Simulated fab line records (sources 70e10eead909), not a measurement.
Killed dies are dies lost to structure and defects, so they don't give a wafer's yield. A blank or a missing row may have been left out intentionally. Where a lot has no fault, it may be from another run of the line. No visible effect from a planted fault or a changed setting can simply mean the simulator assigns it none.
fab line records	flow nand-harc
[record] lots = 6	wafers = 16	last-day = 25
route steps=1159 shown P_M2@330
lots with no fault: from the same line, run without faults
start-h: start of the lot's first displayed wafer, in hours after the record's first day	wait-h: time in hours since the lot's previous step	" repeats the value in the row above	L1.1+2: several wafers, shown together as one row	- no value present, or no start provided	* or withheld: withheld	< > ~ a bound
route shown NAME@n: a module of which the file shows steps, and the number in the route of the first	usual: mean and standard deviation over wafers with no fault	same: alike in all rows	chamber/n: place in a boat	sites: each site's reading	_std_site: how widely they spread, as a standard deviation	_edge_site: inner sites' mean taken away from outer sites' mean	radius-mm: for every site, how far away it sits from the centre of the wafer	mask NAME#n: copy n	behind: tool/chamber where the wafer was last shaped	hold: why the lot went on hold/how many hours it stayed there/how the hold came to an end	device: the transistor (n, p or np) that didn't switch	end of line: tests run on the same wafers once the route is complete	step lacking rows: just its recipe	killed: at the first sort, the dies lost to defects and structure; wafer yield is something else	map: the dies of a wafer, with x for killed, . for not killed, _ for no die there
set.NAME: setting as actually run; set.NAME@STEP: the setting as run at that earlier step	model.NAME: the simulator's own value behind a step, which no gauge read
a table for each step, a row for each wafer; lots at some steps of the route
services: from which hour (start-h, from the record's first day; less than 0 if before it) a tool's chamber was out of use, for how many hours, and why
[[steps]]
[step NHARC_P_M2_INSPECT_11]
[usual] raw-defect-count = 4.1/2.2
lot.wafer	tool	chamber	start-h	wait-h	raw-defect-count
L319.1	defect-inspect-01	-	170.16	0.0	7
L319.3	"	-	"	"	5
L319.5	"	-	"	"	2
L321.1	defect-inspect-01	-	178.81	0.0	5
L321.2	"	-	"	"	5
L321.6	"	-	"	"	3
L323.4	defect-inspect-01	-	212.23	0.0	7
L323.6	"	-	"	"	4
L327.1	defect-inspect-01	-	219.54	0.0	3
L327.4	"	-	"	"	3
L335.3	defect-inspect-01	-	258.97	0.0	4
L335.4	"	-	"	"	6
L335.5	"	-	"	"	5
L333.2	defect-inspect-01	-	259.55	0.0	3
L333.4	"	-	"	"	4
L333.6	"	-	"	"	1
[step NHARC_P_M2_DESCUM_14]
[recipe] time-s = 3	o2-flow-sccm = 200	ar-flow-sccm = 0	bias-power-w = 0	chemistry = O2
[usual] drypump-motor-current-A = 5.9/0.48	mfc-ar-sccm = 0.008/0.0079	oes-product-au = 0.996/0.011	rf-vpp-V = 57.9/0.86	showerhead-plenum-p-Torr = 1.91/0.072	throttle-valve-pct = 11.311/0.0091
lot.wafer	tool	chamber	start-h	wait-h	drypump-motor-current-A	mfc-ar-sccm	oes-product-au	rf-hours-counter-h	rf-vpp-V	showerhead-plenum-p-Torr	throttle-valve-pct
L319.1	rie-diel-08	2	170.22	0.1	4.9	0	0.983	7	58.4	2.04	11.314
L319.3	"	3	"	"	6.2	0	0.982	6	58.5	1.83	11.312
L319.5	"	2	"	"	4.9	0	0.986	-	58.2	2.04	11.322
L321.2	rie-diel-08	2	178.87	0.1	4.9	0	1.007	10	59.6	2.04	11.315
L321.1	"	1	"	"	6.1	0.011	0.982	10	58.3	1.88	11.311
L321.6	"	3	"	"	6.2	0	1.003	-	57.4	1.83	11.321
L323.4	rie-diel-09	1	212.31	0.1	5.5	0.015	0.988	5	58.0	1.88	11.285
L323.6	"	2	"	"	5.5	0	0.993	-	57.7	1.85	11.323
L327.4	rie-diel-08	1	219.61	0.1	6.1	0.011	0.983	19	58.1	1.88	11.313
L327.1	"	3	"	"	6.2	0	1.001	17	58.0	1.83	11.318
L335.3	rie-diel-08	0	259.06	0.1	6.3	0	1.008	22	56.3	1.85	11.303
L335.4	"	2	"	"	4.9	0	0.989	25	57.6	2.03	11.309
L335.5	"	0	"	"	6.3	0	1.012	-	58.4	1.85	11.309
L333.4	rie-diel-08	0	259.65	0.1	6.3	0	1.007	22	57.8	1.85	11.303
L333.2	"	2	"	"	4.9	0	0.999	25	58.4	2.03	11.313
L333.6	"	1	"	"	6.1	0.011	0.979	-	57.1	1.87	11.312
[step NHARC_P_M2_ETCH_35]
[recipe] target-depth-a = 400	overetch-a = 120	time-s = 43.94	ion-energy-ev = 200	n2-flow-sccm = 150	h2-flow-sccm = 150	ar-flow-sccm = 0	rf-w = 400	bias-w = 150	chemistry = N2/H2
[usual] drypump-motor-current-A = 5.8/0.48	mfc-ar-sccm = 0.008/0.0079	n2-flow-sccm = 150.0/0.44	oes-product-au = 0.997/0.011	rf-vpp-V = 430.4/2.3	showerhead-plenum-p-Torr = 2.03/0.079	throttle-valve-pct = 14.171/0.009
lot.wafer	tool	chamber	start-h	wait-h	drypump-motor-current-A	mfc-ar-sccm	n2-flow-sccm	oes-product-au	rf-hours-counter-h	rf-vpp-V	showerhead-plenum-p-Torr	throttle-valve-pct
L319.1	rie-diel-08	3	170.33	0.1	6.2	0	150.4	0.992	6	427.7	1.95	14.174
L319.3	"	1	"	"	6.1	0.011	149.9	0.995	8	430.4	2.00	14.172
L319.5	"	2	"	"	4.9	0	150.7	0.996	-	434.2	2.18	14.164
L321.2	rie-diel-08	0	179.13	0.3	6.3	0	149.7	1.012	9	427.7	1.98	14.169
L321.1	"	2	"	"	4.9	0	149.9	1.002	10	433.4	2.18	14.160
L321.6	"	3	"	"	6.2	0	149.9	0.997	-	429.5	1.95	14.178
L323.4	rie-diel-09	3	212.38	0.1	6.3	0.020	149.5	1.016	4	430.0	2.02	14.172
L323.6	"	1	"	"	5.4	0.015	150.8	0.982	-	429.6	2.00	14.166
L327.4	rie-diel-08	1	219.69	0.1	6.1	0.011	149.9	0.976	19	427.7	2.00	14.167
L327.1	"	2	"	"	4.9	0	149.6	1.000	18	434.8	2.17	14.174
L335.4	rie-diel-08	0	259.15	0.1	6.3	0	150.0	1.024	22	429.0	1.97	14.185
L335.3	"	1	"	"	6.1	0.011	150.2	0.987	25	429.4	2.00	14.170
L335.5	"	3	"	"	6.2	0	149.9	0.998	-	428.4	1.95	14.156
L333.4	rie-diel-08	3	259.97	0.3	6.2	0	150.0	0.999	24	428.3	1.95	14.176
L333.2	"	0	"	"	6.2	0	150.1	1.014	22	428.7	1.97	14.176
L333.6	"	0	"	"	6.3	0	149.7	1.017	-	428.8	1.97	14.155
[step NHARC_P_M2_ETCH_15]
[recipe] target-depth-a = 1825	time-s = 91.2	c4f8-flow-sccm = withheld	ar-flow-sccm = 400	rf-w = 600	bias-w = 300	chemistry = C4F8/Ar
[usual] oes-product-au = 0.937/0.022	rf-vpp-V = 440.8/2.4
lot.wafer	tool	chamber	start-h	wait-h	oes-product-au	rf-hours-counter-h	rf-vpp-V
L319.1	rie-diel-08	0	-	-	0.929	7	439.2
L319.3	"	1	"	"	0.907	8	438.8
L319.5	"	3	"	"	0.917	-	437.7
L321.2	rie-diel-08	0	-	-	0.930	9	437.8
L321.1	"	1	"	"	0.912	10	438.5
L321.6	"	0	"	"	0.927	-	438.5
L323.4	rie-diel-09	1	-	-	0.962	5	440.9
L323.6	"	0	"	"	0.969	-	443.5
L327.1	rie-diel-08	0	-	-	0.938	17	438.9
L327.4	"	1	"	"	0.909	19	439.3
L335.3	rie-diel-08	3	-	-	0.926	24	439.0
L335.4	"	0	"	"	0.967	22	439.2
L335.5	"	0	"	"	0.965	-	439.5
L333.2	rie-diel-08	3	-	-	0.913	24	437.9
L333.4	"	0	"	"	0.933	22	438.3
L333.6	"	2	"	"	0.913	-	443.8
[step NHARC_P_M2_CD_MEAS_16]
[usual] cd-nm = 170.3/0.82
lot.wafer	tool	chamber	start-h	wait-h	cd-nm
L319.1	cd-sem-03	-	170.93	-	170.2
L319.3	"	-	"	"	169.8
L319.5	"	-	"	"	170.1
L321.1	cd-sem-01	-	179.34	-	170.7
L321.2	"	-	"	"	169.6
L321.6	"	-	"	"	170.2
L323.4	cd-sem-03	-	212.61	-	169.7
L323.6	"	-	"	"	171.7
L327.1	cd-sem-01	-	219.91	-	169.1
L327.4	"	-	"	"	170.4
L335.3	cd-sem-02	-	259.56	-	170.5
L335.4	"	-	"	"	170.4
L335.5	"	-	"	"	170.0
L333.2	cd-sem-01	-	260.67	-	170.6
L333.4	"	-	"	"	170.1
L333.6	"	-	"	"	171.0
[step NHARC_P_M2_STRIP_18]
[recipe] power-w = 1000	n2-flow-sccm = 150	h2-flow-sccm = 150	ar-flow-sccm = 0	bias-w = 0	chemistry = N2/H2
[step NHARC_P_M2_ETCH_28]
[recipe] target-depth-a = 300	over-etch-frac = 0.3	time-s = 72.99	ion-energy-ev = 150	cf4-flow-sccm = 50	n2-flow-sccm = 100	ar-flow-sccm = 150	rf-w = 300	bias-w = 100	chemistry = CF4/N2
[step NHARC_P_M2_STRIP_19]
[recipe] time-s = 600	temp-c = 30	chemistry = post-etch-residue-remover
[step NHARC_P_M2_DEGAS_29]
[recipe] temp-c = 250	time-s = 60
[usual] heater-power-w = 346/35
lot.wafer	tool	chamber	start-h	wait-h	heater-power-w
L319.3	pvd-sputter-02	-	171.64	-	344
L319.1	"	-	"	"	311
L319.5	"	-	"	"	342
L321.2	pvd-sputter-02	-	180.06	-	347
L321.1	"	-	"	"	298
L321.6	"	-	"	"	342
L323.4	pvd-sputter-01	-	213.55	-	342
L323.6	"	-	"	"	311
L327.1	pvd-sputter-03	-	220.67	-	331
L327.4	"	-	"	"	301
L335.3	pvd-sputter-02	-	260.90	-	300
L335.4	"	-	"	"	343
L335.5	"	-	"	"	344
L333.2	pvd-sputter-01	-	261.54	-	365
L333.4	"	-	"	"	398
L333.6	"	-	"	"	308
[step NHARC_P_M2_PRE_CLEAN_30]
[recipe] time-s = 30	temp-c = 280	gas = H2/He
[step NHARC_P_M2_PVD_20]
[recipe] target-thk-a = 50	bias-v = 168.6	power-w = 15000	chamber-pressure-pa = 0.12	time-s = 8.06	substrate-temp-c = 50	material = TaN
[step NHARC_P_M2_PVD_21]
[recipe] target-thk-a = 300	chamber-pressure-pa = 5	power-w = 5000	substrate-temp-c = 30	time-s = 20.49	material = Cu
[usual] throttle-valve-pct = 30.3/0.92
lot.wafer	tool	chamber	start-h	wait-h	throttle-valve-pct
L319.3	pvd-sputter-02	-	-	-	30.8
L319.1	"	-	"	"	29.7
L319.5	"	-	"	"	30.7
L321.2	pvd-sputter-02	-	-	-	31.1
L321.1	"	-	"	"	30.7
L321.6	"	-	"	"	30.9
L323.4	pvd-sputter-01	-	-	-	30.9
L323.6	"	-	"	"	31.8
L327.1	pvd-sputter-03	-	-	-	30.8
L327.4	"	-	"	"	29.6
L335.4	pvd-sputter-02	-	-	-	28.2
L335.3	"	-	"	"	30.9
L335.5	"	-	"	"	30.7
L333.4	pvd-sputter-01	-	-	-	31.4
L333.2	"	-	"	"	29.6
L333.6	"	-	"	"	29.8
[step NHARC_P_M2_ECD_22]
[recipe] target-thk-a = 4000	bath-temp-c = 25	material = Cu
lot.wafer	tool	chamber	start-h	wait-h
L319.1+3+5	ecd-cu-02	1,0,0	172.05	-
L321.2+1+6	ecd-cu-01	1,0,1	181.01	-
L323.4+6	ecd-cu-01	0,1	213.99	-
L327.1+4	ecd-cu-01	0,1	221.09	-
L335.3+4+5	ecd-cu-02	1,0,0	261.35	-
L333.2+4+6	ecd-cu-02	0	261.95	-
[step NHARC_P_M2_ANNEAL_31]
[recipe] temp-c = 225	time-s = 90
[step NHARC_P_M2_CMP_23]
[recipe] t-overpolish-s = 20	target-thk-nm = 144.3
[usual] edge-zone-pressure-frac = 1.000/0.0047	motor-current-A = 12.1/1.1	slurry-filter-dp-kPa = 13.50/0.13	time-to-endpoint-s = 29.7/2.2
lot.wafer	tool	chamber	start-h	wait-h	edge-zone-pressure-frac	motor-current-A	slurry-filter-dp-kPa	time-to-endpoint-s
L319.1	cmp-03	3	172.75	-	1.003	13.8	13.44	28.2
L319.3	"	0	"	"	1.007	12.7	13.51	25.9
L319.5	"	3	"	"	1.004	13.3	13.70	26.3
L321.1	cmp-03	1	181.79	-	1.006	12.1	13.39	31.9
L321.2	"	3	"	"	0.994	13.1	13.42	33.9
L321.6	"	0	"	"	1.001	13.5	13.57	28.6
L323.4	cmp-02	0	214.64	-	1.001	13.3	13.45	32.0
L323.6	"	3	"	"	1.012	11.6	13.35	15.3
L327.1	cmp-02	1	221.81	-	0.997	12.5	13.49	16.0
L327.4	"	3	"	"	1.002	11.8	13.62	29.5
L335.3	cmp-01	1	261.97	-	1.006	9.5	13.75	32.2
L335.4	"	2	"	"	0.992	12.5	13.41	30.1
L335.5	"	1	"	"	1.006	9.3	13.63	29.7
L333.2	cmp-01	3	262.63	-	0.991	12.4	13.52	30.2
L333.4	"	0	"	"	1.003	11.1	13.43	30.1
L333.6	"	0	"	"	1.005	11.6	13.39	29.8
[step NHARC_P_M2_THK_MEAS_24]
[recipe] thk-meas-gauge = xrf
[usual] thk-nm = 144.4/1.4
lot.wafer	tool	chamber	start-h	wait-h	thk-nm
L319.1	film-metro-01	-	173.04	-	144.1
L319.3	"	-	"	"	143.5
L319.5	"	-	"	"	144.2
L321.1	film-metro-02	-	182.08	-	144.5
L321.2	"	-	"	"	144.7
L321.6	"	-	"	"	143.6
L323.4	film-metro-02	-	214.93	-	144.7
L323.6	"	-	"	"	143.0
L327.1	film-metro-02	-	222.13	-	145.1
L327.4	"	-	"	"	144.3
L335.3	film-metro-01	-	262.29	-	147.1
L335.4	"	-	"	"	143.0
L335.5	"	-	"	"	146.6
L333.2	film-metro-01	-	262.95	-	144.1
L333.4	"	-	"	"	142.8
L333.6	"	-	"	"	143.8
[[services]]
tool	chamber	start-h	hours	kind
cmp-02	-	149.42	4.2	repair
rie-diel-09	1	151.71	4.7	repair
cmp-03	-	156.09	4.0	pm
pvd-sputter-01	-	158.05	10.0	pm
rie-diel-08	0	158.36	-	clean
rie-diel-08	1	158.36	-	clean
cmp-02	-	158.80	1.5	repair
cmp-02	-	179.23	2.0	repair
cmp-01	-	179.50	4.0	pm
ecd-cu-02	-	180.00	8.0	pm
cmp-02	-	206.78	1.7	repair
cmp-03	-	210.48	0.8	repair
pvd-sputter-02	-	214.02	10.0	pm
pvd-sputter-01	-	219.63	4.7	repair
rie-diel-08	0	222.34	17.2	repair
cmp-02	-	226.50	4.0	pm
rie-diel-08	-	227.69	1.1	repair
pvd-sputter-01	-	229.52	4.9	repair
rie-diel-08	-	240.22	1.5	repair
ecd-cu-02	-	240.38	1.0	repair
cmp-03	-	254.09	4.0	pm
rie-diel-09	-	254.10	9.0	pm
rie-diel-08	-	254.84	0.5	repair
pvd-sputter-03	-	257.71	13.6	repair
[[key]]
[first-sign] step = NHARC_P_M2_CMP_23	reading = time-to-endpoint-s	direction = down	sigmas = 6.3	usual = *	struck = *
effect none on later readings
met-at NHARC_P_M2_ECD_22
struck-wafers L323.6,L327.1
onset-between 181.01 213.99
[fault] kind = process-parameter-drift	tool = ecd-cu-01	chamber = -	onset-h = 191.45	steps = NHARC_P_M2_ECD_22	channel = target-thk-a	offset = *	shape = step	end-h = 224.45	scope = struck-wafers-only	acts-in = *	stated = *
